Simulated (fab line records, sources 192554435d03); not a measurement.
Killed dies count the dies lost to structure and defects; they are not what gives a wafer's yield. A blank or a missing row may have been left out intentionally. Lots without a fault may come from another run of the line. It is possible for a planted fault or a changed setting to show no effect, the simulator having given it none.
Chamber matching | flow n5-finfet | pecvd-03 running N5_BEOL_M12_ILD_DEP_00: 3 sister chambers
The step deposits SiOC from DEMS/O2, target thk 658.92 nm, time 130.7 s. 6 wafers are shown with their chamber, then 7 later ones without.

WAFERS WITH THEIR CHAMBER
wafer  | chamber | throttle-valve-pct (%) | heater-power-w (W)
L083.4 | 2       | 11.9                   | 428
L089.1 | 1       | 12.5                   | 544
L089.2 | 0       | 12.9                   | 437
L089.3 | 0       | 12.8                   | 351
L088.1 | 1       | 12.4                   | 516
L088.5 | 2       | 12.0                   | 434

WAFERS WITH NO CHAMBER GIVEN
wafer  | throttle-valve-pct (%) | heater-power-w (W)
L088.6 | 12.3                   | 546
L091.2 | 12.1                   | 557
L091.5 | 12.2                   | 445
L091.6 | 11.9                   | 336
L092.1 | 12.0                   | 558
L092.2 | 13.1                   | 418
L092.4 | 13.0                   | 431

THE CHAMBER EACH PASSED THROUGH
wafer  | from the rows above     | in truth
L088.6 | 1                       | 1
L091.2 | can't be placed: 2 or 1 | 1
L091.5 | can't be placed: 2 or 1 | 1
L091.6 | 2                       | 2
L092.1 | 2                       | 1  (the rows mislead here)
L092.2 | 0                       | 0
L092.4 | 0                       | 0
4 of 7 placed correctly. Can't be placed from these rows: 2 (the true chamber is among the candidates in 2). Placed wrongly: 1.
How it was worked out, from the rows above alone: a wafer's distance from a chamber is the root of the sum, over the readings, of the square of ((its reading less the chamber's mean) divided by the reading's scatter). The wafer belongs to the nearest chamber; if the next one is less than 2 further off, it can't be placed. The mean given for a chamber averages the wafers shown for that chamber. The scatter: take each reading less its chamber's mean, square it, sum over the shown wafers, divide by the number of wafers less the number of chambers, and take the root.
